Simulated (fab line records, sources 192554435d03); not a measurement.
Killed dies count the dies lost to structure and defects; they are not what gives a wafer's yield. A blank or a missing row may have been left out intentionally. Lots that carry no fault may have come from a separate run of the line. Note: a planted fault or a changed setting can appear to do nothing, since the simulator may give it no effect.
Matching of chambers    flow n5-finfet    N5_BEOL_M11_ETCH_61 on rie-diel-01: 4 sister chambers
The step etches SiARC in CF4, target depth 39 nm, time 65 s. 4 wafers are shown with their chamber, then 12 later ones without.

## WAFERS PAIRED WITH THEIR CHAMBERS
wafer   chamber  throttle-valve-pct (%)
L077.3  0        15.99
L088.1  2        15.79
L088.2  3        16.09
L088.3  1        15.63

## WAFERS WITHOUT THEIR CHAMBER
wafer   throttle-valve-pct (%)
L093.1  15.83
L093.4  16.10
L093.6  15.54
L096.2  15.81
L096.3  16.12
L096.5  15.67
L095.3  15.83
L095.5  15.56
L095.6  16.12
L097.2  15.55
L097.4  16.14
L097.5  15.69

## THE CHAMBER EACH PASSED THROUGH
wafer    from the rows above       in truth
L093.1   2                         2
L093.4   can't be placed: 3 or 0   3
L093.6   1                         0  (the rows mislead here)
L096.2   2                         2
L096.3   can't be placed: 3 or 0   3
L096.5   can't be placed: 1 or 2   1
L095.3   2                         2
L095.5   1                         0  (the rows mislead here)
L095.6   can't be placed: 3 or 0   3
L097.2   1                         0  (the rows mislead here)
L097.4   can't be placed: 3 or 0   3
L097.5   can't be placed: 1 or 2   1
Placed correctly: 3 of 12. Cannot be placed on the basis of these rows: 6; the candidates contain the true chamber in 6. Wrongly placed: 3.
How it was worked out, from the rows above alone: a wafer's distance from a chamber is the root of the sum, over the readings, of the square of ((its reading less the chamber's mean) divided by the reading's scatter). The wafer belongs to the nearest chamber; if the next one is less than 2 further off, it can't be placed. A chamber's mean is the mean of its shown wafers. The scatter: with one shown wafer a chamber, the root of the mean of the squares of how far each hidden wafer lies from its nearest shown one.
